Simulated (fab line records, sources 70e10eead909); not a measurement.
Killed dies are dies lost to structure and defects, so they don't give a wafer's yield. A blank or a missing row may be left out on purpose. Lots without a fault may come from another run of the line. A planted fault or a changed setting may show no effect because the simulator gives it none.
Which tool did it? | flow nand_harc | 6 lots, 18 wafers sampled, at 4 steps of a route of 1302

WHAT THE GAUGES READ, wafer by wafer
NHARC_A_ONON_D1_THK_MEAS_05: measures by ellipsometry.
lot  | measured     | on            | thk_nm (nm)
L426 | day 8 05:19  | film_metro-01 | 999 1001 999
L433 | day 11 05:49 | film_metro-02 | 622 622 624 623 623 623
L440 | day 13 17:56 | film_metro-02 | 980 980 980
L443 | day 15 08:08 | film_metro-02 | 997 1000 996
L445 | day 16 05:32 | film_metro-01 | 1008 1009 1010
L448 | day 17 05:30 | film_metro-02 | 991 992 991

WHICH TOOL RAN EACH LOT (tool, then ch and the chambers of the sampled wafers, then the start)
lot  | NHARC_P_BONDPAD_ANNEAL_28        | NHARC_A_ZERO_WELL_ETCH_19          | NHARC_A_ONON_D1_DEP_03
L426 | rtp_anneal-02 ch 0, day 7 04:22  | rie_diel-13 ch 1,2,3, day 7 06:33  | pecvd_onon-02 ch 0, day 8 04:58
L433 | rtp_anneal-01 ch 0, day 10 01:36 | rie_diel-03 ch 0,1,3, day 10 04:02 | pecvd_onon-02 ch 0, day 11 05:19
L440 | rtp_anneal-02 ch 0, day 12 17:16 | rie_diel-13 ch 0,2,3, day 12 19:40 | pecvd_onon-03 ch 0, day 13 17:29
L443 | rtp_anneal-01 ch 0, day 14 07:50 | rie_diel-03 ch 0,1,2, day 14 10:17 | pecvd_onon-03 ch 0, day 15 07:37
L445 | rtp_anneal-02 ch 0, day 15 03:22 | rie_diel-13 ch 0,2,3, day 15 05:34 | pecvd_onon-02 ch 0, day 16 05:08
L448 | rtp_anneal-01 ch 0, day 16 05:25 | rie_diel-13 ch 0,1, day 16 07:41   | pecvd_onon-01 ch 0, day 17 05:10
- NHARC_P_BONDPAD_ANNEAL_28: time 90 s.
- NHARC_A_ZERO_WELL_ETCH_19: etches the open film in N2/H2, target depth 80 nm, overetch 24 nm, time 87.88 s.
- NHARC_A_ONON_D1_DEP_03: target thk 1000 nm.

THE ANSWER, worked out from the rows above alone
Rule: what is usual is taken from the lots themselves. Put in order of their means at a reading, lots are off if they are a third of the lots or fewer, leave a main group of 4 or more, and stand apart from it by a gap of 3 or more times the standard deviation of the main group's means; of several such gaps the widest counts. A main group whose means are all the same, to the digits that the tables above print for the reading, isn't used. A lot without any number at a reading at which 4 lots or more have one is off too. The other lots that the step has rows for count as sound.
Off: L433, at NHARC_A_ONON_D1_THK_MEAS_05 (thk_nm). The main group: mean 996 nm, standard deviation 9.6.
A tool fits if, at a process step before that reading, it ran every lot that is off, and no sound lot after the first of them. The gauges at NHARC_A_ONON_D1_THK_MEAS_05 are tried like those tools. None of those tried fits.

WHAT THE SIMULATOR HAD PUT IN
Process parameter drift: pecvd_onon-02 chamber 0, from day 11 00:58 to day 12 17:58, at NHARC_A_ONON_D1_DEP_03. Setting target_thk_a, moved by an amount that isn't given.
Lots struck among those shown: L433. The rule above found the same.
